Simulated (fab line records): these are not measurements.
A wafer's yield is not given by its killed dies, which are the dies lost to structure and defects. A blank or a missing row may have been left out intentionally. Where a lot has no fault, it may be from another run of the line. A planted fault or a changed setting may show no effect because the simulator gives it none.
One fault seen from 3 desks :: flow nand-harc :: what lay behind the numbers comes last; until then each desk has only its own

== THE DEFECT DESK ==
Inspection counts along the route, by lot: the mean over sampled wafers that carry a number. If a lot's mean is further than 4 standard deviations from the usual mean, the lot is out of limits and carries the mark OUT (the distance appears in the brackets).
Columns: A = raw-defect-count at NHARC_P_M1_INSPECT_11, usual 4.0
lot: L629
first seen here: day 6 16:31
A: 3.3

lot: L631
first seen here: day 7 10:28
A: 4.3

lot: L633
first seen here: day 7 22:40
A: 5.7

lot: L644
first seen here: day 10 13:43
A: 4.3

lot: L648
first seen here: day 11 07:32
A: 3.7
This desk's verdict: no lot among the 5 shows anything out of limits.

== AT THE METROLOGY DESK ==
What the gauges read, lot by lot, whatever tool the lot ran on: means of the sampled wafers that have a number. If a lot's mean is further than 4 standard deviations from the usual mean, the lot is out of limits and carries the mark OUT (the distance appears in the brackets).
Columns: A = cd-nm at NHARC_P_M1_CD_MEAS_09, usual 130.0 nm; B = overlay-x-nm at NHARC_P_M1_OVL_MEAS_10, usual 0.0 nm; C = overlay-y-nm at NHARC_P_M1_OVL_MEAS_10, usual -0.4 nm; D = cd-nm at NHARC_P_M1_CD_MEAS_16, usual 129.8 nm
lot: L629
first seen here: day 6 16:24
A: 129.9
B: -1.7
C: 0.0
D: 130.2

lot: L631
first seen here: day 7 10:20
A: 130.3
B: -1.2
C: 1.6
D: 129.6

lot: L633
first seen here: day 7 22:32
A: 130.4
B: -0.0
C: -1.7
D: 130.5

lot: L644
first seen here: day 10 13:35
A: 129.8
B: 1.2
C: -1.2
D: 129.5

lot: L648
first seen here: day 11 07:23
A: 130.5
B: 0.2
C: -0.2
D: 130.5
This desk's verdict: no lot among the 5 shows anything out of limits.

== FOR THE TOOL OWNER'S DESK: pvd-sputter-02 ==
The tool's own readings at NHARC_P_M1_PVD_20 (deposits TaN, target thk 5 nm, time 8.06 s): means of the sampled wafers that have a number, for each lot that ran on this tool. If a lot's mean is further than 4 standard deviations from the usual mean, the lot is out of limits and carries the mark OUT (the distance appears in the brackets).
Columns: A = cathode-dc-power-W at NHARC_P_M1_PVD_20, usual 15000 W; B = chamber-pressure-pa at NHARC_P_M1_PVD_20, usual 0.12 Pa; C = throttle-valve-pct at NHARC_P_M1_PVD_20, usual 29.6 %
lot: L631
first seen here: day 7 11:39
A: 15001
B: 0.12
C: 29.4

lot: L633
first seen here: day 7 23:52
A: 14999
B: 0.12
C: 29.7

lot: L648
first seen here: day 11 08:49
A: 15000
B: 0.12
C: 29.5
This desk's verdict: no lot among the 3 shows anything out of limits.

== BROUGHT TOGETHER ==
Nothing the defect desk looked at was out of limits.
At the metrology desk, nothing out of limits was observed.
The tool owner's desk saw nothing out of limits.

== WHAT THE SIMULATOR HAD PUT IN ==
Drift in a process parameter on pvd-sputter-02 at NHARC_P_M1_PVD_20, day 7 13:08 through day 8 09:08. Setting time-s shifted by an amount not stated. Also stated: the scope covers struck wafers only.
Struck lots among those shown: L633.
